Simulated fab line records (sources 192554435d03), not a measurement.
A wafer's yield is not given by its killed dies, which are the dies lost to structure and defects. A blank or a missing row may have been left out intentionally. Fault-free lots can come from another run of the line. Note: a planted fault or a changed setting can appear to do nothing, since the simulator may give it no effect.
Chamber matching || flow n5Finfet || N5_BEOL_M2_CMP_52 on cmp-02: 4 sister chambers
The step polishes, stops on SiOC, t overpolish 6.8 s, target thk 40 nm. 4 wafers are shown with their chamber, then 12 later ones without.

== WAFERS WITH THEIR CHAMBER ==
{"wafer": "L089.1", "chamber": 3, "motorCurrentA (A)": 4.9}
{"wafer": "L091.2", "chamber": 2, "motorCurrentA (A)": 6.0}
{"wafer": "L091.5", "chamber": 0, "motorCurrentA (A)": 5.2}
{"wafer": "L091.6", "chamber": 1, "motorCurrentA (A)": 6.4}

== WAFERS WHOSE CHAMBER IS MISSING ==
{"wafer": "L092.1", "motorCurrentA (A)": 6.1}
{"wafer": "L092.2", "motorCurrentA (A)": 5.2}
{"wafer": "L092.4", "motorCurrentA (A)": 5.0}
{"wafer": "L093.2", "motorCurrentA (A)": 5.1}
{"wafer": "L093.3", "motorCurrentA (A)": 5.0}
{"wafer": "L093.4", "motorCurrentA (A)": 6.1}
{"wafer": "L094.3", "motorCurrentA (A)": 6.1}
{"wafer": "L094.4", "motorCurrentA (A)": 4.9}
{"wafer": "L094.6", "motorCurrentA (A)": 4.8}
{"wafer": "L097.2", "motorCurrentA (A)": 5.2}
{"wafer": "L097.4", "motorCurrentA (A)": 6.2}
{"wafer": "L097.6", "motorCurrentA (A)": 5.5}

== WHICH CHAMBER EACH ONE RAN IN ==
{"wafer": "L092.1", "from the rows above": "can't be placed: 2 or 1", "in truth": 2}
{"wafer": "L092.2", "from the rows above": 0, "in truth": 0}
{"wafer": "L092.4", "from the rows above": "can't be placed: 3 or 0", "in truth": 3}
{"wafer": "L093.2", "from the rows above": "can't be placed: 0 or 3", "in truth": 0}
{"wafer": "L093.3", "from the rows above": "can't be placed: 3 or 0", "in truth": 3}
{"wafer": "L093.4", "from the rows above": "can't be placed: 2 or 1", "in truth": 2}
{"wafer": "L094.3", "from the rows above": "can't be placed: 2 or 1", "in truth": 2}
{"wafer": "L094.4", "from the rows above": 3, "in truth": 3}
{"wafer": "L094.6", "from the rows above": 3, "in truth": 3}
{"wafer": "L097.2", "from the rows above": 0, "in truth": 0}
{"wafer": "L097.4", "from the rows above": "can't be placed: 1 or 2", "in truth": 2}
{"wafer": "L097.6", "from the rows above": "can't be placed: 0 or 2", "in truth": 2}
4 of 12 placed correctly. Not placeable from these rows: 8 (in 8, the candidates include the true chamber). Placed wrongly: 0.
How it was worked out, from the rows above alone: a wafer's distance from a chamber is the root of the sum, over the readings, of the square of ((its reading less the chamber's mean) divided by the reading's scatter). The wafer belongs to the nearest chamber; if the next one is less than 2 further off, it can't be placed. Each chamber's mean is taken over the wafers shown for it. The scatter: root of mean squared gap, hidden wafer to nearest shown wafer, with one shown wafer a chamber.
